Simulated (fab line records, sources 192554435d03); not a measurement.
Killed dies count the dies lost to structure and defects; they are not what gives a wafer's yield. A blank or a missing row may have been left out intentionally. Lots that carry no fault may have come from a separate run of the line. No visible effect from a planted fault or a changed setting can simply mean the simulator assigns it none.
Matching of chambers / flow n5_finfet / 4 sister chambers for N5_BEOL_M13_DESCUM_33 on rie_diel-03
The step chemistry O2, time 7.9 s. 4 wafers are shown with their chamber, then 10 later ones without.

WAFERS WITH THEIR CHAMBER
wafer=L079.6; chamber=2; drypump_motor_current_A (A)=6.0
wafer=L090.4; chamber=1; drypump_motor_current_A (A)=6.0
wafer=L091.4; chamber=0; drypump_motor_current_A (A)=6.4
wafer=L091.5; chamber=3; drypump_motor_current_A (A)=5.7

WAFERS MISSING THEIR CHAMBER
wafer=L091.6; drypump_motor_current_A (A)=6.1
wafer=L093.1; drypump_motor_current_A (A)=6.1
wafer=L093.2; drypump_motor_current_A (A)=6.4
wafer=L093.5; drypump_motor_current_A (A)=5.7
wafer=L092.1; drypump_motor_current_A (A)=6.1
wafer=L092.3; drypump_motor_current_A (A)=6.0
wafer=L092.4; drypump_motor_current_A (A)=5.7
wafer=L095.4; drypump_motor_current_A (A)=6.1
wafer=L095.5; drypump_motor_current_A (A)=5.7
wafer=L095.6; drypump_motor_current_A (A)=6.1

THE CHAMBER EACH PASSED THROUGH
wafer=L091.6; from the rows above=can't be placed: 1 or 2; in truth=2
wafer=L093.1; from the rows above=can't be placed: 1 or 2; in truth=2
wafer=L093.2; from the rows above=0; in truth=0
wafer=L093.5; from the rows above=3; in truth=3
wafer=L092.1; from the rows above=can't be placed: 1 or 2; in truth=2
wafer=L092.3; from the rows above=can't be placed: 1 or 2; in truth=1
wafer=L092.4; from the rows above=3; in truth=3
wafer=L095.4; from the rows above=can't be placed: 1 or 2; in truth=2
wafer=L095.5; from the rows above=3; in truth=3
wafer=L095.6; from the rows above=can't be placed: 1 or 2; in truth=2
Correct placement for 4 of the 10. Cannot be placed on the basis of these rows: 6; the candidates contain the true chamber in 6. Placed wrongly: 0.
How it was worked out, from the rows above alone: a wafer's distance from a chamber is the root of the sum, over the readings, of the square of ((its reading less the chamber's mean) divided by the reading's scatter). If the next closest chamber is less than 2 further off than the closest, the wafer can't be placed; otherwise it belongs to the closest. The mean given for a chamber averages the wafers shown for that chamber. The scatter: root of mean squared gap, hidden wafer to nearest shown wafer, with one shown wafer a chamber.
